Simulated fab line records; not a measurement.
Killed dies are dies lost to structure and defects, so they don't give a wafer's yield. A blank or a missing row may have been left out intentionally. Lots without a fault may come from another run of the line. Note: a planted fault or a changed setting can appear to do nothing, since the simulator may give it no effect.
Matching of chambers ; flow n5-finfet ; uv-cure-03 running N5_BEOL_M8_CURE_74: 3 sister chambers
The step cures SiCOH lowk, time 240 s. 3 wafers are shown with their chamber, then 12 later ones without.

WAFERS PAIRED WITH THEIR CHAMBERS
wafer;chamber;wafer_temp_C_max
L074.6;1;386.5
L078.6;0;387.5
L085.5;2;386.4

WAFERS WITHOUT THEIR CHAMBER
wafer;wafer_temp_C_max
L088.1;386.5
L088.4;386.9
L088.5;386.6
L092.1;386.5
L092.3;386.7
L092.6;386.6
L095.1;386.6
L095.2;386.7
L095.4;386.9
L096.2;386.6
L096.5;386.4
L096.6;387.2

EACH ONE'S CHAMBER
wafer;from the rows above;in truth
L088.1;can't be placed: 1 or 2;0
L088.4;can't be placed: 1 or 2 or 0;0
L088.5;can't be placed: 1 or 2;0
L092.1;can't be placed: 1 or 2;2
L092.3;can't be placed: 1 or 2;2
L092.6;can't be placed: 1 or 2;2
L095.1;can't be placed: 1 or 2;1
L095.2;can't be placed: 1 or 2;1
L095.4;can't be placed: 1 or 2 or 0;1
L096.2;can't be placed: 1 or 2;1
L096.5;can't be placed: 2 or 1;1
L096.6;can't be placed: 0 or 1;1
Placed correctly: 0 of 12. From these rows, 12 cannot be placed; in 10 the true chamber is one of the candidates. Wrongly placed: 0.
How it was worked out, from the rows above alone: a wafer's distance from a chamber is the root of the sum, over the readings, of the square of ((its reading less the chamber's mean) divided by the reading's scatter). If the next closest chamber is less than 2 further off than the closest, the wafer can't be placed; otherwise it belongs to the closest. For every chamber, the mean is computed from those of its wafers that are shown. The scatter: root of mean squared gap, hidden wafer to nearest shown wafer, with one shown wafer a chamber.
